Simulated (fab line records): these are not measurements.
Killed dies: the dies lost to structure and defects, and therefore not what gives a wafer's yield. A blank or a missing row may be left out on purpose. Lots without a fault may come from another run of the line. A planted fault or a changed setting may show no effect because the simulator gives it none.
fab line records | flow n5_finfet
[record] lots = 6 | wafers = 18 | last_day = 17
route steps=1938 shown BEOL_M0_SAQP@694 BEOL_M0_CUTY@701
lots that met no fault: from a run of the same line without faults
start_h: the number of hours between the record's first day and the start of the first shown wafer of the lot | wait_h: hours since the lot's step before | " repeats the value in the row above | L1.1+2: several wafers, shown together as one row | - no value present, or no start provided | * or withheld: withheld | < > ~ a bound
route shown NAME@n: names a module that has steps shown in the file, with the first one's number in the route | usual: the fault-free wafers' mean and standard deviation | same: alike in all rows | chamber/n: place in a boat | sites: per-site readings | _std_site: standard deviation across them | _edge_site: inner sites' mean taken away from outer sites' mean | radius_mm: for every site, how far away it sits from the centre of the wafer | mask NAME#n: copy n | behind: the tool/chamber that last shaped the wafer | hold: the reason the lot was held/the length of the hold in hours/how it ended | device: transistor that didn't switch, given as n, p or np | end of line: at the end of the route, the tests of the same wafers | where a step has no rows: the recipe by itself | killed: the dies lost at the first sort to structure and to defects; this is not the yield of the wafer | map: per-die view of a wafer (x killed, . not killed, _ where there is no die)
set.NAME: the setting the step ran with; set.NAME@STEP: the setting that earlier step ran with | model.NAME: the simulator's own value behind a step, which no gauge read
a table for each step, a row for each wafer; lots at some steps of the route
services: when a tool's chamber went out of use (start_h, in hours from the record's first day, below 0 if earlier), for how many hours, and the reason
[[steps]]
[step N5_BEOL_M0_SAQP_ETCH_73]
[recipe] chemistry = CF4 | target = SiARC | target_depth_a = 195 | mask_material = CAR-EUV | time_s = 32.5 | ion_energy_ev = 80 | pressure_mtorr = 40 | source_w = 545 | bias_w = 36 | Ar_flow_sccm = 100 | cf4_flow_sccm = 100 | ends = cleared
[usual] chamber_pressure_mTorr = 40.00/0.035 | drypump_motor_current_A = 5.6/0.53 | etch_rf_on_time_s = 32.3/0.52 | oes_product_au = 0.70/0.075 | rf_vpp_V = 184.5/1.2 | showerhead_plenum_p_Torr = 2.17/0.065 | throttle_valve_pct = 15.53/0.24
lot.wafer | tool        | chamber | start_h | wait_h | chamber_pressure_mTorr | drypump_motor_current_A | etch_rf_on_time_s | oes_product_au | rf_hours_counter_h | rf_vpp_V | showerhead_plenum_p_Torr | throttle_valve_pct
L955.2    | rie_diel-01 | 2       | 161.57  | 0.0    | 40.01                  | 4.8                     | 31.2              | 0.72           | 75                 | 182.5    | 2.08                     | 15.29
L955.3    | "           | 0       | "       | "      | 40.01                  | 5.8                     | 32.0              | 0.74           | 44                 | 185.0    | 2.27                     | 15.65
L955.5    | "           | 3       | "       | "      | 39.98                  | 5.5                     | 32.4              | 0.76           | -                  | 184.0    | 2.19                     | 15.49
L956.2    | rie_diel-02 | 2       | 164.85  | 0.0    | 40.04                  | 5.0                     | 32.1              | 0.70           | 82                 | 183.6    | 2.08                     | 15.60
L956.3    | "           | 0       | "       | "      | 39.99                  | 6.1                     | 32.6              | 0.66           | 139                | 185.2    | 2.22                     | 15.24
L956.6    | "           | 2       | "       | "      | 40.06                  | 5.1                     | 32.1              | 0.69           | -                  | 185.3    | 2.08                     | 15.60
L964.4    | rie_diel-02 | 0       | 215.01  | 0.0    | 39.96                  | 6.1                     | 32.3              | 0.65           | -                  | 185.1    | 2.22                     | 15.27
L964.5    | "           | 3       | "       | "      | 40.02                  | 4.9                     | 32.9              | 0.58           | -                  | 184.7    | 2.19                     | 15.86
L964.6    | "           | 2       | "       | "      | 39.98                  | 5.1                     | 32.2              | 0.69           | -                  | 183.4    | 2.08                     | 15.62
L965.1    | rie_diel-01 | 3       | 223.17  | 0.0    | 39.98                  | 5.6                     | 32.4              | 0.74           | 47                 | 183.8    | 2.18                     | 15.51
L965.3    | "           | 1       | "       | "      | 39.95                  | 5.7                     | 31.8              | 0.67           | 149                | 185.7    | 2.15                     | 15.57
L965.6    | "           | 2       | "       | "      | 40.07                  | 4.8                     | 31.6              | 0.71           | -                  | 182.9    | 2.07                     | 15.34
L967.2    | rie_diel-02 | 2       | 234.03  | 0.0    | 40.03                  | 5.0                     | 32.1              | 0.68           | 99                 | 182.5    | 2.08                     | 15.64
L967.5    | "           | 0       | "       | "      | 40.00                  | 6.1                     | 32.4              | 0.65           | -                  | 184.0    | 2.22                     | 15.29
L967.6    | "           | 2       | "       | "      | 40.02                  | 5.1                     | 32.0              | 0.69           | -                  | 184.1    | 2.08                     | 15.64
L969.2    | rie_diel-03 | 3       | 248.14  | 0.0    | 40.00                  | 5.7                     | 31.5              | 0.76           | 47                 | 183.7    | 2.17                     | 15.47
L969.4    | "           | 3       | "       | "      | 39.99                  | 5.8                     | 31.3              | 0.76           | -                  | 185.5    | 2.17                     | 15.46
L969.5    | "           | 1       | "       | "      | 39.95                  | 6.5                     | 32.7              | 0.61           | -                  | 185.1    | 2.20                     | 15.74
[step N5_BEOL_M0_SAQP_CUT_ETCH_46]
[recipe] chemistry = N2/H2 | target = SOC | target_depth_a = 1350 | overetch_a = 270 | temp_c = 40 | time_s = 202.5 | ion_energy_ev = 200 | mask_material = SiARC | pressure_mtorr = 30 | source_w = 840 | bias_w = 150 | n2_flow_sccm = 200 | h2_flow_sccm = 200
[usual] chamber_pressure_mTorr = 29.996/0.028 | drypump_motor_current_A = 5.6/0.53 | rf_vpp_V = 524.8/2.3 | showerhead_plenum_p_Torr = 2.58/0.083 | throttle_valve_pct = 17.70/0.2
lot.wafer | tool        | chamber | start_h | wait_h | chamber_pressure_mTorr | drypump_motor_current_A | rf_hours_counter_h | rf_vpp_V | showerhead_plenum_p_Torr | throttle_valve_pct
L955.2    | rie_diel-01 | 2       | 161.60  | 0.0    | 30.028                 | 4.9                     | 75                 | 521.6    | 2.47                     | 17.41
L955.3    | "           | 0       | "       | "      | 30.038                 | 5.8                     | 44                 | 528.4    | 2.69                     | 17.77
L955.5    | "           | 3       | "       | "      | 29.975                 | 5.5                     | -                  | 525.0    | 2.59                     | 17.62
L956.2    | rie_diel-02 | 2       | 164.88  | 0.0    | 29.976                 | 5.1                     | 82                 | 521.7    | 2.47                     | 17.78
L956.3    | "           | 0       | "       | "      | 29.995                 | 6.1                     | 139                | 527.6    | 2.66                     | 17.60
L956.6    | "           | 2       | "       | "      | 30.012                 | 5.1                     | -                  | 522.2    | 2.47                     | 17.78
L964.4    | rie_diel-02 | 0       | 215.10  | 0.1    | 29.992                 | 6.1                     | -                  | 525.8    | 2.66                     | 17.58
L964.5    | "           | 3       | "       | "      | 29.991                 | 4.9                     | -                  | 525.0    | 2.60                     | 17.92
L964.6    | "           | 2       | "       | "      | 29.992                 | 5.1                     | -                  | 522.3    | 2.46                     | 17.79
L965.1    | rie_diel-01 | 3       | 223.20  | 0.0    | 30.003                 | 5.5                     | 47                 | 524.0    | 2.58                     | 17.64
L965.3    | "           | 1       | "       | "      | 29.986                 | 5.7                     | 149                | 523.8    | 2.55                     | 17.76
L965.6    | "           | 2       | "       | "      | 30.001                 | 4.9                     | -                  | 522.9    | 2.46                     | 17.45
L967.2    | rie_diel-02 | 2       | 234.07  | 0.0    | 30.020                 | 5.1                     | 99                 | 521.7    | 2.46                     | 17.82
L967.5    | "           | 0       | "       | "      | 30.037                 | 6.1                     | -                  | 527.2    | 2.65                     | 17.60
L967.6    | "           | 2       | "       | "      | 30.012                 | 5.1                     | -                  | 521.3    | 2.46                     | 17.81
L969.2    | rie_diel-03 | 3       | 248.18  | 0.0    | 30.013                 | 5.7                     | 47                 | 525.2    | 2.58                     | 17.68
L969.4    | "           | 3       | "       | "      | 29.975                 | 5.8                     | -                  | 524.8    | 2.58                     | 17.68
L969.5    | "           | 1       | "       | "      | 29.955                 | 6.6                     | -                  | 526.6    | 2.62                     | 17.88
[step N5_BEOL_M0_SAQP_STRIP_74]
[recipe] chemistry = N2/H2 | temp_c = 40 | n2_flow_sccm = 200 | h2_flow_sccm = 200 | rf_frequency_hz = 6e+07
[step N5_BEOL_M0_SAQP_STRIP_89]
[recipe] chemistry = N2/H2 | temp_c = 40 | n2_flow_sccm = 200 | h2_flow_sccm = 200 | rf_frequency_hz = 6e+07
[step N5_BEOL_M0_SAQP_ALD_48]
[recipe] material = SiO2 | target_thk_a = 200 | temp_c = 100 | ald_precursor_family = BDEAS | ald_co_reactant = O2-plasma | pulse_time_s = 1 | co_reactant_pulse_time_s = 1 | purge_time_s = 2 | co_reactant_purge_time_s = 2 | ald_cycles = 139 | pressure_torr = 2
[usual] heater_power_w = 78/8 | precursor_pulse_height_rel = 1.002/0.023
[same] co_reactant_pulse_time_s = 1
lot.wafer | tool       | chamber | start_h | wait_h | heater_power_w | precursor_pulse_height_rel
L955.2    | ald_sin-03 | 0       | 162.11  | 0.3    | 78             | 1.008
L955.3    | "          | 3       | "       | "      | 70             | 1.003
L955.5    | "          | 0       | "       | "      | 81             | 0.990
L956.2    | ald_sin-03 | 1       | 165.08  | 0.0    | 74             | 0.984
L956.3    | "          | 3       | "       | "      | 68             | 0.988
L956.6    | "          | 3       | "       | "      | 69             | 0.993
L964.4    | ald_sin-04 | 3       | 215.23  | 0.0    | 69             | 1.024
L964.5    | "          | 1       | "       | "      | 89             | 0.956
L964.6    | "          | 2       | "       | "      | 81             | 0.998
L965.1    | ald_sin-04 | 0       | 223.42  | 0.0    | 84             | 1.038
L965.3    | "          | 1       | "       | "      | 88             | 1.010
L965.6    | "          | 1       | "       | "      | 86             | 0.992
L967.2    | ald_sin-01 | 1       | 234.27  | 0.0    | 73             | 1.025
L967.5    | "          | 2       | "       | "      | 88             | 1.009
L967.6    | "          | 3       | "       | "      | 92             | 1.015
L969.2    | ald_sin-03 | 3       | 248.38  | 0.0    | 70             | 0.950
L969.4    | "          | 2       | "       | "      | 62             | 0.987
L969.5    | "          | 2       | "       | "      | 63             | 0.976
[step N5_BEOL_M0_SAQP_ETCH_49]
[recipe] chemistry = CF4/O2 | target_depth_a = 370 | target = SiO2 | pressure_mtorr = 40 | source_w = 535 | bias_w = 49 | Ar_flow_sccm = 100 | cf4_flow_sccm = 100 | O2_flow_sccm = 10 | ion_energy_ev = 100
[usual] chamber_pressure_mTorr = 40.00/0.037 | drypump_motor_current_A = 5.6/0.52 | oes_ar_750_au = 0.80/0.08 | oes_product_au = 0.80/0.081 | rf_vpp_V = 241.6/2.1 | showerhead_plenum_p_Torr = 2.24/0.065 | throttle_valve_pct = 15.80/0.26
lot.wafer | tool        | chamber | start_h | wait_h | chamber_pressure_mTorr | drypump_motor_current_A | oes_ar_750_au | oes_product_au | rf_hours_counter_h | rf_vpp_V | showerhead_plenum_p_Torr | throttle_valve_pct
L955.2    | rie_diel-03 | 1       | 162.82  | 0.5    | 40.01                  | 6.6                     | 0.73          | 0.74           | 195                | 241.0    | 2.27                     | 15.92
L955.3    | "           | 2       | "       | "      | 40.07                  | 6.4                     | 0.87          | 0.87           | 35                 | 240.1    | 2.33                     | 15.64
L955.5    | "           | 1       | "       | "      | 40.02                  | 6.6                     | 0.73          | 0.73           | -                  | 240.8    | 2.27                     | 15.92
L956.2    | rie_diel-01 | 0       | 165.61  | 0.3    | 40.00                  | 5.8                     | 0.85          | 0.84           | 45                 | 240.9    | 2.33                     | 15.88
L956.3    | "           | 3       | "       | "      | 40.03                  | 5.5                     | 0.88          | 0.90           | 31                 | 244.3    | 2.25                     | 15.73
L956.6    | "           | 3       | "       | "      | 39.96                  | 5.5                     | 0.88          | 0.90           | -                  | 247.1    | 2.25                     | 15.72
L964.4    | rie_diel-03 | 1       | 215.80  | 0.3    | 40.00                  | 6.6                     | 0.72          | 0.72           | -                  | 241.4    | 2.26                     | 15.95
L964.5    | "           | 0       | "       | "      | 40.05                  | 5.7                     | 0.90          | 0.92           | -                  | 242.4    | 2.16                     | 15.30
L964.6    | "           | 2       | "       | "      | 40.09                  | 6.4                     | 0.86          | 0.86           | -                  | 237.5    | 2.33                     | 15.66
L965.1    | rie_diel-01 | 2       | 223.94  | 0.3    | 40.01                  | 4.8                     | 0.81          | 0.82           | 93                 | 241.2    | 2.14                     | 15.59
L965.3    | "           | 1       | "       | "      | 40.01                  | 5.7                     | 0.76          | 0.77           | 149                | 242.1    | 2.21                     | 15.79
L965.6    | "           | 1       | "       | "      | 40.02                  | 5.7                     | 0.76          | 0.77           | -                  | 243.4    | 2.21                     | 15.81
L967.2    | rie_diel-01 | 1       | 234.90  | 0.4    | 40.00                  | 5.7                     | 0.76          | 0.77           | 152                | 242.9    | 2.21                     | 15.81
L967.5    | "           | 3       | "       | "      | 40.03                  | 5.5                     | 0.84          | 0.86           | -                  | 247.6    | 2.25                     | 15.76
L967.6    | "           | 0       | "       | "      | 39.95                  | 5.8                     | 0.83          | 0.83           | -                  | 240.4    | 2.33                     | 15.93
L969.2    | rie_diel-02 | 0       | 249.22  | 0.6    | 40.04                  | 6.1                     | 0.76          | 0.74           | 163                | 239.9    | 2.28                     | 15.53
L969.4    | "           | 3       | "       | "      | 39.97                  | 4.9                     | 0.67          | 0.68           | 256                | 243.5    | 2.26                     | 16.14
L969.5    | "           | 3       | "       | "      | 39.97                  | 4.9                     | 0.67          | 0.68           | -                  | 242.5    | 2.26                     | 16.13
[step N5_BEOL_M0_SAQP_STRIP_75]
[recipe] chemistry = CF4 | resist = SiARC | power_w = 300 | bias_power_w = 75 | pressure_mtorr = 50 | cf4_flow_sccm = 150 | rf_frequency_hz = 6e+07
[usual] chamber_pressure_mTorr = 50.00/0.047 | drypump_motor_current_A = 5.6/0.52 | oes_product_au = 0.185/0.019 | rf_vpp_V = 271.8/1.4 | showerhead_plenum_p_Torr = 1.82/0.053 | throttle_valve_pct = 13.53/0.27
lot.wafer | tool        | chamber | start_h | wait_h | chamber_pressure_mTorr | drypump_motor_current_A | oes_product_au | rf_hours_counter_h | rf_vpp_V | showerhead_plenum_p_Torr | throttle_valve_pct
L955.2    | rie_diel-03 | 1       | 162.92  | 0.1    | 49.93                  | 6.6                     | 0.170          | 195                | 273.7    | 1.85                     | 13.68
L955.3    | "           | 2       | "       | "      | 50.03                  | 6.4                     | 0.204          | 35                 | 273.0    | 1.90                     | 13.36
L955.5    | "           | 1       | "       | "      | 49.99                  | 6.6                     | 0.173          | -                  | 271.6    | 1.85                     | 13.68
L956.2    | rie_diel-01 | 0       | 165.71  | 0.1    | 50.09                  | 5.8                     | 0.196          | 45                 | 273.6    | 1.90                     | 13.57
L956.3    | "           | 3       | "       | "      | 49.95                  | 5.5                     | 0.209          | 31                 | 271.5    | 1.84                     | 13.43
L956.6    | "           | 3       | "       | "      | 49.93                  | 5.5                     | 0.203          | -                  | 273.0    | 1.84                     | 13.42
L964.4    | rie_diel-03 | 1       | 215.86  | 0.0    | 50.06                  | 6.6                     | 0.168          | -                  | 270.5    | 1.84                     | 13.74
L964.5    | "           | 0       | "       | "      | 49.99                  | 5.7                     | 0.208          | -                  | 270.1    | 1.75                     | 13.02
L964.6    | "           | 2       | "       | "      | 49.98                  | 6.4                     | 0.201          | -                  | 274.2    | 1.89                     | 13.39
L965.1    | rie_diel-01 | 2       | 224.04  | 0.1    | 50.04                  | 4.8                     | 0.182          | 93                 | 269.9    | 1.74                     | 13.32
L965.3    | "           | 1       | "       | "      | 49.95                  | 5.7                     | 0.180          | 149                | 270.0    | 1.80                     | 13.57
L965.6    | "           | 1       | "       | "      | 50.03                  | 5.7                     | 0.183          | -                  | 272.4    | 1.80                     | 13.58
L967.2    | rie_diel-01 | 1       | 235.00  | 0.1    | 50.01                  | 5.7                     | 0.179          | 152                | 270.4    | 1.80                     | 13.58
L967.5    | "           | 3       | "       | "      | 49.98                  | 5.5                     | 0.197          | -                  | 271.1    | 1.83                     | 13.46
L967.6    | "           | 0       | "       | "      | 49.96                  | 5.8                     | 0.189          | -                  | 273.1    | 1.89                     | 13.60
L969.2    | rie_diel-02 | 0       | 249.32  | 0.1    | 50.06                  | 6.1                     | 0.176          | 163                | 272.5    | 1.86                     | 13.31
L969.4    | "           | 3       | "       | "      | 49.95                  | 4.9                     | 0.157          | 256                | 272.7    | 1.84                     | 13.91
L969.5    | "           | 3       | "       | "      | 50.01                  | 4.9                     | 0.156          | -                  | 271.7    | 1.84                     | 13.93
[step N5_BEOL_M0_CUTY_COAT_50]
[recipe] resist = SiARC | temp_c = 220 | time_s = 60 | spin_rpm = 1500 | resist_thk_nm = 15
[step N5_BEOL_M0_CUTY_COAT_51]
[recipe] resist = CAR-ArF-block | spin_rpm = 1500 | resist_thk_nm = 150
[step N5_BEOL_M0_CUTY_EBR_52]
[recipe] solvent = PGMEA | ebr_width_mm = 1.5
[step N5_BEOL_M0_CUTY_SOFTBAKE_53]
[recipe] temp_c = 110 | time_s = 60 | resist = CAR-ArF-block
[step N5_BEOL_M0_CUTY_EXPOSE_54]
[recipe] mask_id = M0_ABLK | na = 1.35 | source_shape = conventional | sigma_outer = 0.8 | polarization = unpolarized | dose_mj = 36
[step N5_BEOL_M0_CUTY_PEB_55]
[recipe] peb_temp_c = 110 | peb_time_s = 60 | resist = CAR-ArF-block
[usual] chill_plate_temp_C = 23.01/0.12 | exhaust_pa = 45.2/0.96
lot.wafer | tool           | chamber | start_h | wait_h | chill_plate_temp_C | exhaust_pa
L955.2    | litho_track-04 | 0       | 163.25  | 0.0    | 22.88              | 46.5
L955.3    | "              | 0       | "       | "      | 23.18              | 45.5
L955.5    | "              | 0       | "       | "      | 23.09              | 46.6
L956.2    | litho_track-04 | 0       | 166.04  | 0.0    | 22.98              | 44.6
L956.3    | "              | 0       | "       | "      | 23.12              | 44.8
L956.6    | "              | 0       | "       | "      | 22.93              | 45.3
L964.4    | litho_track-03 | -       | 216.18  | 0.0    | -                  | -
L964.5    | "              | -       | "       | "      | -                  | -
L964.6    | "              | -       | "       | "      | -                  | -
L965.1    | litho_track-04 | -       | 224.37  | 0.1    | -                  | -
L965.3    | "              | -       | "       | "      | -                  | -
L965.6    | "              | -       | "       | "      | -                  | -
L967.2    | litho_track-04 | 0       | 235.32  | 0.0    | 23.16              | 46.5
L967.5    | "              | 0       | "       | "      | 22.96              | 45.7
L967.6    | "              | 0       | "       | "      | 23.19              | 44.8
L969.2    | litho_track-04 | 0       | 249.67  | 0.0    | 22.81              | 45.8
L969.4    | "              | 0       | "       | "      | 22.92              | 46.1
L969.5    | "              | 0       | "       | "      | 22.91              | 46.5
[step N5_BEOL_M0_CUTY_DEVELOP_56]
[recipe] develop_time_s = 30 | developer = TMAH | resist = CAR-ArF-block | rinse_liquid = diw | dry = air_spin | dev_temp_c = 23
[[services]]
tool        | chamber | start_h | hours | kind
rie_diel-02 | 0       | 141.71  | 3.3   | repair
rie_diel-03 | 3       | 151.46  | 4.3   | repair
rie_diel-03 | 2       | 170.31  | 8.0   | repair
ald_sin-01  | 2       | 201.46  | 2.2   | repair
rie_diel-02 | 1       | 210.87  | -     | clean
rie_diel-02 | 1       | 210.87  | -     | consumable_replace:focus_ring
rie_diel-02 | 1       | 210.87  | 26.1  | scheduled_down
rie_diel-02 | 1       | 210.87  | 26.1  | vent_cycle
rie_diel-03 | 3       | 214.67  | 3.1   | repair
rie_diel-01 | 0       | 216.59  | 1.2   | repair
rie_diel-02 | -       | 219.04  | 0.7   | repair
ald_sin-01  | 0       | 220.47  | 15.2  | repair
rie_diel-03 | 2       | 224.91  | 9.3   | repair
rie_diel-03 | 0       | 240.51  | 12.8  | repair
[[key]]
[first_sign] step = N5_BEOL_M0_CUTY_PEB_55 | reading = tool_record | direction = missing
effect none on later readings
met_at N5_BEOL_M0_CUTY_PEB_55
struck_wafers L964.4,L964.5,L964.6,L965.1,L965.3,L965.6
later_rows_left_out L964.4,L964.5,L964.6,L965.1,L965.3,L965.6
sort_left_out L964.4,L964.5,L964.6,L965.1,L965.3,L965.6
onset_between 166.04 216.18
[fault] kind = skipped_step_whole | tool = litho_track-03,litho_track-04 | chamber = - | onset_h = 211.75 | steps = N5_BEOL_M0_CUTY_PEB_55 | scope = struck_lots_only
// sort_left_out: the simulated sort isn't trusted on such a fault, so these wafers' sort isn't shown, and their yield isn't known
// later_rows_left_out: the simulator's readings of these wafers behind a module that went badly wrong aren't trusted and aren't shown, but for the sort
